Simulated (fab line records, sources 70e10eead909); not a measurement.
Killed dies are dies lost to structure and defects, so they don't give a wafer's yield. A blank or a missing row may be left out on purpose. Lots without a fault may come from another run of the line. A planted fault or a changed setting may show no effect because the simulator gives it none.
fab line records | flow nand_harc
record lots=6 wafers=18 last_day=31
route steps=1302 shown A_STAIRCASE@740 END@1302
lots that met no fault: from a run of the same line without faults
start_h: hours from the record's first day to the start of the lot's first wafer shown | wait_h: hours since the lot's step before | " the same as in the row above | L1.1+2: a row that stands for several wafers | - no value, or no start given | * or withheld: withheld | < > ~ a bound
route shown NAME@n: a module of which the file shows steps, and the number in the route of the first | usual: mean/standard deviation of fault-free wafers | same: alike in all rows | chamber/n: place in a boat | sites: the reading at each site | _std_site: their standard deviation | _edge_site: outer sites' mean less inner sites' | radius_mm: how far each site lies from the wafer's centre | mask NAME#n: copy n | behind: the tool/chamber that last shaped the wafer | hold: why the lot was held/for how many hours/how that ended | device: the transistor (n, p or np) that didn't switch | end of line: the same wafers' tests at the end of the route | a step without rows: its recipe alone | killed: dies lost to structure and defects at the first sort, not the wafer's yield | map: a wafer's dies, x killed, . not, _ none there
set.NAME: the setting as run; set.NAME@STEP: as run at that earlier step | model.NAME: the simulator's own value behind a step, which no gauge read
lots at some steps of the route; a table a step, a row a wafer
services: from which hour (start_h, from the record's first day; less than 0 if before it) a tool's chamber was out of use, for how many hours, and why
## steps
# step NHARC_A_STAIRCASE_TRIM_226
# recipe time_s=211.2 o2_flow_sccm=500 ar_flow_sccm=0 bias_w=0 chemistry=O2
# usual drypump_motor_current_A=5.7/0.33 oes_product_au=0.999/0.0075 rf_vpp_V=57.7/0.96 showerhead_plenum_p_Torr=3.54/0.16 throttle_valve_pct=17.038/0.0091
# columns lot.wafer tool chamber start_h wait_h drypump_motor_current_A oes_product_au rf_hours_counter_h rf_vpp_V showerhead_plenum_p_Torr throttle_valve_pct
L223.1 rie_diel-01 1 - - 5.4 1.003 59 59.4 3.77 17.027
L223.3 " 2 " " 6.0 1.010 59 57.3 3.57 17.036
L223.5 " 0 " " 5.6 0.993 - 56.3 3.45 17.036
L224.1 rie_diel-12 1 - - 5.7 0.991 43 57.7 3.75 17.066
L224.3 " 2 " " 5.8 0.995 38 55.1 3.38 17.022
L224.6 " 1 " " 5.7 0.986 - 58.6 3.75 17.034
L226.1 rie_diel-13 3 - - 5.8 0.994 26 57.0 3.37 17.029
L226.4 " 1 " " 5.2 0.996 23 58.6 3.62 17.035
L226.2 " 2 " " 6.0 0.991 25 58.0 3.73 17.031
L236.3 rie_diel-12 3 - - 5.0 1.002 17 56.4 3.74 17.024
L236.4 " 3 " " 5.0 0.987 - 57.9 3.74 17.050
L236.6 " 2 " " 5.9 1.001 - 58.4 3.36 17.020
L239.2 rie_diel-12 1 - - 5.7 1.010 24 58.2 3.73 17.048
L239.3 " 3 " " 5.0 1.008 27 58.5 3.74 17.032
L239.5 " 1 " " 5.7 1.010 - 57.6 3.73 17.039
L240.4 rie_diel-01 3 - - 5.8 1.007 52 57.0 3.35 17.049
L240.3 " 1 " " 5.4 0.994 61 57.8 3.74 17.046
L240.5 " 2 " " 6.1 0.993 - 58.7 3.54 17.026
# step NHARC_A_STAIRCASE_ETCH_227
# recipe target_depth_a=1000 time_s=40.5 ion_energy_ev=400 c4f8_flow_sccm=20 o2_flow_sccm=10 ar_flow_sccm=withheld rf_w=600 bias_w=1000 chemistry=C4F8/O2
# step NHARC_A_STAIRCASE_TRIM_229
# recipe time_s=211.2 o2_flow_sccm=500 ar_flow_sccm=0 bias_w=0 chemistry=O2
# step NHARC_A_STAIRCASE_ETCH_230
# recipe target_depth_a=1000 time_s=40.5 ion_energy_ev=400 c4f8_flow_sccm=20 o2_flow_sccm=10 ar_flow_sccm=withheld rf_w=600 bias_w=1000 chemistry=C4F8/O2
# step NHARC_A_STAIRCASE_TRIM_231
# recipe time_s=211.2 o2_flow_sccm=500 ar_flow_sccm=0 bias_w=0 chemistry=O2
# usual drypump_motor_current_A=5.7/0.37 oes_product_au=0.998/0.0082 rf_vpp_V=57.8/0.91 showerhead_plenum_p_Torr=3.55/0.16 throttle_valve_pct=17.037/0.01
# columns lot.wafer tool chamber start_h wait_h drypump_motor_current_A oes_product_au rf_hours_counter_h rf_vpp_V showerhead_plenum_p_Torr throttle_valve_pct
L223.1 rie_diel-13 0 - - 6.4 0.983 8 55.8 3.51 17.051
L223.3 " 1 " " 5.2 0.996 10 58.1 3.63 17.043
L223.5 " 0 " " 6.4 1.000 - 55.9 3.51 17.054
L224.3 rie_diel-01 3 - - 5.7 1.000 0 57.2 3.37 17.024
L224.1 " 1 " " 5.4 1.003 0 57.7 3.77 17.043
L224.6 " 3 " " 5.8 1.009 - 57.6 3.37 17.038
L226.4 rie_diel-13 0 - - 6.4 0.989 23 57.1 3.50 17.040
L226.1 " 1 " " 5.3 0.989 23 59.0 3.62 17.047
L226.2 " 3 " " 5.8 0.999 26 56.8 3.37 17.040
L236.3 rie_diel-12 3 - - 5.0 1.002 17 58.9 3.74 17.037
L236.6 " 3 " " 5.0 1.004 - 58.2 3.74 17.049
L236.4 " 0 " " 5.6 1.005 - 58.7 3.37 17.037
L239.3 rie_diel-12 1 - - 5.7 1.006 25 57.8 3.73 17.034
L239.2 " 2 " " 5.8 1.004 25 57.1 3.36 17.032
L239.5 " 1 " " 5.7 0.996 - 59.1 3.73 17.035
L240.3 rie_diel-13 3 - - 5.8 1.004 7 56.8 3.35 17.030
L240.4 " 0 " " 6.3 0.998 7 58.3 3.48 17.042
L240.5 " 2 " " 6.0 0.992 - 57.3 3.71 17.032
# step NHARC_A_STAIRCASE_ETCH_232
# recipe target_depth_a=1000 time_s=40.5 ion_energy_ev=400 c4f8_flow_sccm=20 o2_flow_sccm=10 ar_flow_sccm=withheld rf_w=600 bias_w=1000 chemistry=C4F8/O2
# step NHARC_A_STAIRCASE_TRIM_233
# recipe time_s=211.2 o2_flow_sccm=500 ar_flow_sccm=0 bias_w=0 chemistry=O2
# usual drypump_motor_current_A=5.7/0.39 oes_product_au=0.998/0.0076 rf_vpp_V=57.8/0.89 showerhead_plenum_p_Torr=3.55/0.16 throttle_valve_pct=17.037/0.0087
# columns lot.wafer tool chamber start_h wait_h drypump_motor_current_A oes_product_au rf_hours_counter_h rf_vpp_V showerhead_plenum_p_Torr throttle_valve_pct
L223.1 rie_diel-13 0 - - 6.4 0.988 12 59.4 3.51 17.020
L223.3 " 1 " " 5.3 1.011 12 58.8 3.63 17.024
L223.5 " 0 " " 6.4 0.987 - 56.0 3.51 17.053
L224.1 rie_diel-01 2 - - 6.1 0.985 0 56.8 3.57 17.037
L224.3 " 3 " " 5.8 1.000 0 57.5 3.37 17.023
L224.6 " 1 " " 5.4 0.992 - 58.6 3.77 17.039
L226.1 rie_diel-13 0 - - 6.4 0.990 24 57.8 3.50 17.043
L226.4 " 1 " " 5.3 0.991 23 58.0 3.62 17.048
L226.2 " 2 " " 6.0 0.987 26 58.1 3.73 17.039
L236.3 rie_diel-12 3 - - 5.0 1.004 17 59.3 3.74 17.048
L236.4 " 3 " " 5.0 1.008 - 58.4 3.74 17.031
L236.6 " 2 " " 5.9 1.008 - 57.0 3.36 17.033
L239.2 rie_diel-12 2 - - 5.8 0.996 26 56.2 3.36 17.036
L239.3 " 0 " " 5.6 1.003 31 58.0 3.37 17.042
L239.5 " 1 " " 5.6 0.995 - 58.0 3.73 17.026
L240.3 rie_diel-13 1 - - 5.2 0.995 5 57.0 3.60 17.047
L240.4 " 2 " " 6.0 1.002 5 57.6 3.71 17.048
L240.5 " 0 " " 6.4 1.000 - 57.8 3.48 17.043
# step NHARC_A_STAIRCASE_ETCH_234
# recipe target_depth_a=1000 time_s=40.5 ion_energy_ev=400 c4f8_flow_sccm=20 o2_flow_sccm=10 ar_flow_sccm=withheld rf_w=600 bias_w=1000 chemistry=C4F8/O2
# step NHARC_A_STAIRCASE_TRIM_235
# recipe time_s=211.2 o2_flow_sccm=500 ar_flow_sccm=0 bias_w=0 chemistry=O2
# usual drypump_motor_current_A=5.7/0.39 oes_product_au=0.998/0.0075 rf_vpp_V=57.9/0.86 showerhead_plenum_p_Torr=3.54/0.16 throttle_valve_pct=17.037/0.0085
# columns lot.wafer tool chamber start_h wait_h drypump_motor_current_A oes_product_au rf_hours_counter_h rf_vpp_V showerhead_plenum_p_Torr throttle_valve_pct
L223.1 rie_diel-13 2 - - 6.0 0.986 14 58.0 3.74 17.050
L223.3 " 3 " " 5.8 1.002 13 56.3 3.38 17.041
L223.5 " 1 " " 5.2 0.999 - 57.9 3.63 17.034
L224.1 rie_diel-01 0 - - 5.6 1.001 0 58.2 3.45 17.046
L224.3 " 2 " " 6.1 0.998 0 59.2 3.57 17.038
L224.6 " 0 " " 5.6 0.993 - 57.6 3.45 17.032
L226.1 rie_diel-13 2 - - 6.1 0.988 26 58.5 3.73 17.033
L226.2 " 3 " " 5.8 0.990 27 57.6 3.37 17.041
L226.4 " 1 " " 5.3 0.994 24 58.4 3.62 17.041
L236.3 rie_diel-12 3 - - 5.0 0.998 17 61.0 3.74 17.037
L236.4 " 2 " " 5.8 1.010 - 57.3 3.36 17.045
L236.6 " 0 " " 5.6 1.009 - 59.1 3.37 17.033
L239.2 rie_diel-12 2 - - 5.8 1.013 26 56.6 3.36 17.030
L239.3 " 3 " " 5.0 0.998 28 58.6 3.74 17.045
L239.5 " 2 " " 5.9 1.017 - 58.1 3.36 17.039
L240.4 rie_diel-13 0 - - 6.4 0.986 8 58.7 3.48 17.028
L240.3 " 3 " " 5.8 1.006 8 56.3 3.35 17.036
L240.5 " 0 " " 6.4 0.991 - 57.9 3.48 17.036
# step NHARC_A_STAIRCASE_ETCH_236
# recipe target_depth_a=1000 time_s=40.5 ion_energy_ev=400 c4f8_flow_sccm=20 o2_flow_sccm=10 ar_flow_sccm=withheld rf_w=600 bias_w=1000 chemistry=C4F8/O2
# usual oes_product_au=0.945/0.016 rf_vpp_V=896/6.1
# columns lot.wafer tool chamber start_h wait_h oes_product_au rf_hours_counter_h rf_vpp_V
L223.3 rie_diel-13 2 - - 0.942 14 904
L223.1 " 3 " " 0.924 13 891
L223.5 " 0 " " 0.927 - 895
L224.1 rie_diel-01 0 - - 0.940 0 893
L224.3 " 1 " " 0.947 0 906
L224.6 " 3 " " 0.941 - 890
L226.1 rie_diel-13 0 - - 0.933 24 895
L226.4 " 1 " " 0.947 24 899
L226.2 " 2 " " 0.945 26 904
L236.3 rie_diel-12 3 - - 0.944 17 904
L236.4 " 3 " " 0.940 - 903
L236.6 " 0 " " 0.942 - 890
L239.3 rie_diel-12 3 - - 0.942 28 903
L239.2 " 1 " " 0.948 25 902
L239.5 " 3 " " 0.948 - 903
L240.4 rie_diel-13 3 - - 0.946 8 889
L240.3 " 0 " " 0.920 8 896
L240.5 " 3 " " 0.932 - 888
# step NHARC_A_STAIRCASE_STRIP_238
# recipe power_w=1500 temp_c=250 chemistry=O2
# usual drypump_motor_current_A=5.9/0.42 heater_power_w=346/33
# columns lot.wafer tool chamber start_h wait_h drypump_motor_current_A heater_power_w rf_hours_counter_h
L223.1 plasma_asher-01 0 380.17 0.1 6.4 298 8
L223.3 " 0 " " 6.4 290 -
L223.5 " 1 " " 5.2 337 -
L224.1 plasma_asher-02 0 396.02 1.1 - - -
L224.3 " 1 " " - - -
L224.6 " 1 " " - - -
L226.2 plasma_asher-02 0 412.78 0.1 - - -
L226.1 " 1 " " - - -
L226.4 " 0 " " - - -
L236.3 plasma_asher-01 0 509.11 0.2 6.4 291 -
L236.4 " 1 " " 5.2 336 -
L236.6 " 0 " " 6.4 295 -
L239.2 plasma_asher-02 1 549.71 0.1 5.7 345 27
L239.3 " 1 " " 5.7 346 -
L239.5 " 1 " " 5.7 349 -
L240.4 plasma_asher-01 1 552.46 0.2 5.2 368 -
L240.3 " 0 " " 6.4 287 -
L240.5 " 1 " " 5.2 372 -
# step NHARC_A_STAIRCASE_STRIP_239
# recipe time_s=900 temp_c=130 chemistry=SPM
# step NHARC_END_SORT_01
# recipe temp_c=25
# usual killed_at_array=61/22 killed_at_other=0.8/1 killed_at_periphery=3.8/2.3 killed_dies=66/22 killed_open=3.2/1.9 killed_short=2.8/1.8
# same gross_dies=677
# columns lot.wafer tool chamber start_h wait_h killed_at_array killed_at_other killed_at_periphery killed_dies killed_open killed_short
L223.1 prober-02 0 589.87 2.5 76 0 3 79 3 1
L223.3 prober-02 0 591.47 3.1 100 2 1 103 2 4
L223.5 prober-02 0 593.06 3.7 97 0 2 99 5 1
L226.1 prober-01 0 608.52 2.5 55 0 4 59 8 5
L226.2 prober-01 0 609.32 2.8 50 0 5 55 7 1
L226.4 prober-01 0 610.90 3.4 46 0 2 48 0 3
L236.3 prober-01 0 697.97 3.1 58 1 8 67 1 2
L236.4 prober-01 0 698.76 3.4 60 1 1 62 3 1
L236.6 prober-01 0 700.35 4.0 55 1 8 64 3 4
L239.2 prober-02 0 743.39 2.8 26 2 2 30 0 2
L239.3 prober-02 0 744.18 3.1 25 2 6 33 5 4
L239.5 prober-02 0 745.75 3.7 34 0 5 39 5 4
L240.3 prober-02 0 751.95 3.1 73 1 4 78 5 4
L240.4 prober-02 0 752.76 3.4 75 0 1 76 0 4
L240.5 prober-02 0 753.56 3.7 73 0 5 78 1 5
# killed by level:class
L223.1 A_CHANNEL_HOLE_D1:chamber_film_flake=27 A_CHANNEL_HOLE_D2:chamber_film_flake=20 A_SLIT:chamber_film_flake=18 A_CONTACT:chamber_film_flake=3 A_BONDPAD:chamber_film_flake=3 A_STAIRCASE:chamber_film_flake=2 P_M0:geometric_particle:open=1 P_M1:geometric_particle:open=1
L223.3 A_CHANNEL_HOLE_D2:chamber_film_flake=37 A_CHANNEL_HOLE_D1:chamber_film_flake=32 A_SLIT:chamber_film_flake=16 A_STAIRCASE:chamber_film_flake=4 A_BONDPAD:chamber_film_flake=3 A_M0:geometric_particle:short=2 A_DECK1_JOINT:chamber_film_flake=2 A_ONON_D1:geometric_particle:open=1
L223.5 A_CHANNEL_HOLE_D2:chamber_film_flake=33 A_CHANNEL_HOLE_D1:chamber_film_flake=30 A_SLIT:chamber_film_flake=24 A_CONTACT:chamber_film_flake=3 P_M0:geometric_particle:open=1 A_DECK1_JOINT:geometric_particle:open=1 A_CHANNEL_FILL_D2:geometric_particle:open=1 P_ZERO_WELL:chamber_film_flake=1
L226.1 A_CHANNEL_HOLE_D2:chamber_film_flake=32 A_CONTACT:chamber_film_flake=5 A_DECK1_JOINT:chamber_film_flake=3 A_ONON_D1:geometric_particle:open=2 A_ONON_D2:geometric_particle:short=2 A_CHANNEL_HOLE_D1:chamber_film_flake=2 P_CONTACT:geometric_particle:open=1 A_SOURCE_PLATE:geometric_particle:open=1
L226.2 A_CHANNEL_HOLE_D2:chamber_film_flake=35 A_CONTACT:chamber_film_flake=4 A_CHANNEL_HOLE_D1:chamber_film_flake=3 P_CONTACT:geometric_particle:open=2 A_DECK1_JOINT:chamber_film_flake=2 P_ZERO_WELL:geometric_particle:short=1 A_CHANNEL_FILL_D1:geometric_particle:open=1 A_DECK1_JOINT:geometric_particle:open=1
L226.4 A_CHANNEL_HOLE_D2:chamber_film_flake=29 A_CONTACT:chamber_film_flake=9 A_CHANNEL_HOLE_D1:chamber_film_flake=3 A_CHANNEL_FILL_D2:geometric_particle:short=2 A_DECK1_JOINT:chamber_film_flake=2 A_CHANNEL_HOLE_D1:geometric_particle:short=1 P_STI:chamber_film_flake=1 P_GATE:chamber_film_flake=1
L236.3 A_CHANNEL_HOLE_D1:chamber_film_flake=43 A_SLIT:chamber_film_flake=4 P_ZERO_WELL:chamber_film_flake=3 P_CONTACT:chamber_film_flake=3 A_CONTACT:chamber_film_flake=3 A_BLC:chamber_film_flake=3 P_GATE:chamber_film_flake=2 A_ONON_D1:geometric_particle:open=1
L236.4 A_CHANNEL_HOLE_D1:chamber_film_flake=39 A_WL_FILL:chamber_film_flake=6 A_SLIT:chamber_film_flake=4 A_CONTACT:chamber_film_flake=3 A_BLC:chamber_film_flake=3 A_ONON_D2:geometric_particle:short=1 A_CHANNEL_HOLE_D2:geometric_particle:open=1 A_CHANNEL_FILL_D2:geometric_particle:open=1
L236.6 A_CHANNEL_HOLE_D1:chamber_film_flake=38 P_GATE:chamber_film_flake=3 P_CONTACT:chamber_film_flake=3 A_WL_FILL:chamber_film_flake=3 A_BLC:chamber_film_flake=3 A_WL_FILL:geometric_particle:short=2 A_SLIT:chamber_film_flake=2 A_CONTACT:chamber_film_flake=2
L239.2 A_CHANNEL_HOLE_D1:chamber_film_flake=9 A_SLIT:chamber_film_flake=6 A_CONTACT:chamber_film_flake=4 A_DECK1_JOINT:chamber_film_flake=2 A_STAIRCASE:chamber_film_flake=2 THIN_TSV:chamber_film_flake=2 A_CHANNEL_FILL_D1:geometric_particle:short=1 A_CHANNEL_HOLE_D2:geometric_particle:short=1
L239.3 A_CHANNEL_HOLE_D1:chamber_film_flake=9 P_M2:chamber_film_flake=5 A_SLIT:chamber_film_flake=3 A_CONTACT:chamber_film_flake=3 A_SOURCE_PLATE:geometric_particle:short=2 A_STAIRCASE:chamber_film_flake=2 A_ONON_D2:geometric_particle:open=1 A_ONON_D2:geometric_particle:short=1
L239.5 A_CHANNEL_HOLE_D1:chamber_film_flake=10 A_CONTACT:chamber_film_flake=9 A_SLIT:chamber_film_flake=6 P_GATE:geometric_particle:open=2 P_CONTACT:geometric_particle:short=1 P_M2:geometric_particle:open=1 A_ONON_D1:geometric_particle:short=1 A_CHANNEL_HOLE_D1:geometric_particle:open=1
L240.3 A_CHANNEL_HOLE_D1:chamber_film_flake=34 A_CHANNEL_HOLE_D2:chamber_film_flake=19 A_SLIT:chamber_film_flake=4 P_ZERO_WELL:chamber_film_flake=3 A_STAIRCASE:chamber_film_flake=3 A_CHANNEL_FILL_D2:chamber_film_flake=2 P_STI:geometric_particle:open=1 A_SOURCE_PLATE:geometric_particle:open=1
L240.4 A_CHANNEL_HOLE_D1:chamber_film_flake=31 A_CHANNEL_HOLE_D2:chamber_film_flake=29 A_SLIT:chamber_film_flake=7 A_CONTACT:chamber_film_flake=2 P_CONTACT:geometric_particle:short=1 A_DECK1_JOINT:geometric_particle:short=1 A_CHANNEL_FILL_D2:geometric_particle:short=1 A_M1:geometric_particle:short=1
L240.5 A_CHANNEL_HOLE_D1:chamber_film_flake=32 A_CHANNEL_HOLE_D2:chamber_film_flake=21 A_SLIT:chamber_film_flake=4 A_CHANNEL_FILL_D1:chamber_film_flake=3 P_ZERO_WELL:chamber_film_flake=2 A_DECK1_JOINT:chamber_film_flake=2 A_STAIRCASE:chamber_film_flake=2 A_WL_FILL:chamber_film_flake=2
## services
# columns tool chamber start_h hours kind
rie_diel-12 0 351.70 2.4 repair
rie_diel-13 0 353.48 - clean
rie_diel-13 1 353.48 - clean
rie_diel-13 2 353.48 - clean
rie_diel-13 2 353.48 - consumable_replace:esc
rie_diel-13 3 353.48 - clean
rie_diel-12 2 353.93 14.2 repair
plasma_asher-02 - 360.06 8.4 repair
rie_diel-01 - 375.63 1.0 repair
rie_diel-13 0 379.55 - clean
rie_diel-13 1 379.55 - clean
plasma_asher-02 - 382.28 13.6 repair
rie_diel-12 3 383.32 14.3 repair
rie_diel-01 - 383.76 9.0 pm
plasma_asher-02 - 426.00 9.0 pm
rie_diel-12 - 445.52 9.0 pm
rie_diel-01 - 465.49 3.2 repair
rie_diel-13 2 474.44 1.7 repair
rie_diel-13 3 502.52 9.6 repair
rie_diel-12 1 503.09 6.9 repair
plasma_asher-01 - 519.00 9.0 pm
rie_diel-13 - 521.48 9.0 pm
rie_diel-12 2 533.18 1.2 repair
plasma_asher-01 - 541.42 10.8 repair
## key
first_sign step=NHARC_A_STAIRCASE_STRIP_238 reading=tool_record direction=missing
effect none on later readings
met_at NHARC_A_STAIRCASE_STRIP_238
struck_wafers L224.1,L224.3,L224.6,L226.1,L226.2,L226.4
tester_left_out L224,L226
fault kind=skipped_step_whole tool=plasma_asher-02 chamber=- onset_h=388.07 steps=NHARC_A_STAIRCASE_STRIP_238 scope=struck_lots_only
# tester_left_out: of these lots the tester's yield and bins aren't shown, on N5 and GAA mostly nor the transistor test; their killed dies are dies lost to structure and defects alone, not to doping, threshold or leakage, so they don't give the yield
